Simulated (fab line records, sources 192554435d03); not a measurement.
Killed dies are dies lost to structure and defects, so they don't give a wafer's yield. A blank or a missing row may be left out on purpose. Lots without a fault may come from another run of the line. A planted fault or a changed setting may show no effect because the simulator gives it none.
Which tool did it? | flow n5_finfet | 12 lots, 36 wafers sampled, at 3 steps of a route of 1938

WHAT THE GAUGES READ, wafer by wafer
N5_BEOL_M5_INSPECT_58: inspects for defects (darkfield). Usual: raw_defect_count 70, standard deviation 18.
lot  | measured     | on                | raw_defect_count | flag
L894 | day 8 16:46  | defect_inspect-02 | 69 77 65         |
L895 | day 8 21:32  | defect_inspect-02 | 78 76 72         |
L897 | day 8 23:53  | defect_inspect-02 | 77 78 53         |
L896 | day 9 03:12  | defect_inspect-01 | 67 96 39         |
L903 | day 10 19:57 | defect_inspect-01 | 65 57 61         |
L901 | day 10 21:32 | defect_inspect-02 | 47 44 30         |
L908 | day 12 09:39 | defect_inspect-02 | 67 87 83         |
L909 | day 12 13:30 | defect_inspect-02 | 94 65 68         |
L910 | day 12 18:14 | defect_inspect-01 | 57 64 55         |
L911 | day 12 18:31 | defect_inspect-01 | 53 73 71         |
L914 | day 13 10:58 | defect_inspect-02 | 84 46 81         |
L915 | day 14 18:34 | defect_inspect-01 | 50 67 55         |

WHICH TOOL RAN EACH LOT (tool, then ch and the chambers of the sampled wafers, then the start)
lot  | N5_BEOL_M5_SPUTTER_83        | N5_BEOL_M5_CO_CAP_78
L894 | pvd_sputter-01, day 8 13:03  | cvd_co-02 ch 1,2, day 8 16:34
L895 | pvd_sputter-01, day 8 18:16  | cvd_co-02 ch 0,1,2, day 8 21:20
L897 | pvd_sputter-02, day 8 20:23  | cvd_co-01 ch 0,2, day 8 23:40
L896 | pvd_sputter-01, day 8 23:56  | cvd_co-02 ch 1,2, day 9 02:59
L903 | pvd_sputter-01, day 10 16:42 | cvd_co-02 ch 1,2, day 10 19:44
L901 | pvd_sputter-02, day 10 18:00 | cvd_co-02 ch 0,1,2, day 10 21:20
L908 | pvd_sputter-02, day 12 05:58 | cvd_co-02 ch 0,2, day 12 09:26
L909 | pvd_sputter-03, day 12 10:14 | cvd_co-01 ch 0,1, day 12 13:17
L910 | pvd_sputter-02, day 12 14:59 | cvd_co-01 ch 0,1, day 12 18:01
L911 | pvd_sputter-03, day 12 15:08 | cvd_co-02 ch 1,2, day 12 18:19
L914 | pvd_sputter-03, day 13 07:36 | cvd_co-01 ch 1,2, day 13 10:46
L915 | pvd_sputter-01, day 14 09:29 | cvd_co-01 ch 0,1,2, day 14 18:19
- N5_BEOL_M5_SPUTTER_83: material Cu, target thk 15 nm, time 27.62 s.
- N5_BEOL_M5_CO_CAP_78: material Co, precursor CCTBA/H2, target thk 2 nm, time 102.1 s.

WHAT THE TOOLS THEMSELVES READ (means of the sampled wafers that have a number; where no wafer has one, the mark that the record gives instead)
N5_BEOL_M5_SPUTTER_83. Usual: throttle_valve_pct 29.7 %, standard deviation 1.
lot  | tool           | throttle_valve_pct (%) | flag
L894 | pvd_sputter-01 | 29.4                   |
L895 | pvd_sputter-01 | 29.5                   |
L897 | pvd_sputter-02 | 30.2                   |
L896 | pvd_sputter-01 | 29.4                   |
L903 | pvd_sputter-01 | 29.5                   |
L901 | pvd_sputter-02 | 29.4                   |
L908 | pvd_sputter-02 | 29.7                   |
L909 | pvd_sputter-03 | 30.3                   |
L910 | pvd_sputter-02 | 29.1                   |
L911 | pvd_sputter-03 | 30.7                   |
L914 | pvd_sputter-03 | 30.1                   |
L915 | pvd_sputter-01 | 29.0                   |

N5_BEOL_M5_CO_CAP_78. Usual: heater_power_w 234 W, standard deviation 14.
lot  | tool      | heater_power_w (W) | flag
L894 | cvd_co-02 | 238                |
L895 | cvd_co-02 | 234                |
L897 | cvd_co-01 | 244                |
L896 | cvd_co-02 | 235                |
L903 | cvd_co-02 | 234                |
L901 | cvd_co-02 | 231                |
L908 | cvd_co-02 | 241                |
L909 | cvd_co-01 | 221                |
L910 | cvd_co-01 | 238                |
L911 | cvd_co-02 | 224                |
L914 | cvd_co-01 | 232                |
L915 | cvd_co-01 | 237                |

THE ANSWER, worked out from the rows above alone
Rule: a lot is off if the mean of its wafers that have a number lies more than 3 standard deviations from the usual mean. A lot without any number at a reading at which 4 lots or more have one is off too. The other lots that the step has rows for count as sound. The gauges are gone through in route order, then the tools' own readings, and for those a lot's mean is taken as printed above. The first step at which some lot is off is used, and at that step the reading that is off furthest; a lot without a number counts as furthest.
No lot is off at any reading shown: from this, nothing can be told.

WHAT THE SIMULATOR HAD PUT IN
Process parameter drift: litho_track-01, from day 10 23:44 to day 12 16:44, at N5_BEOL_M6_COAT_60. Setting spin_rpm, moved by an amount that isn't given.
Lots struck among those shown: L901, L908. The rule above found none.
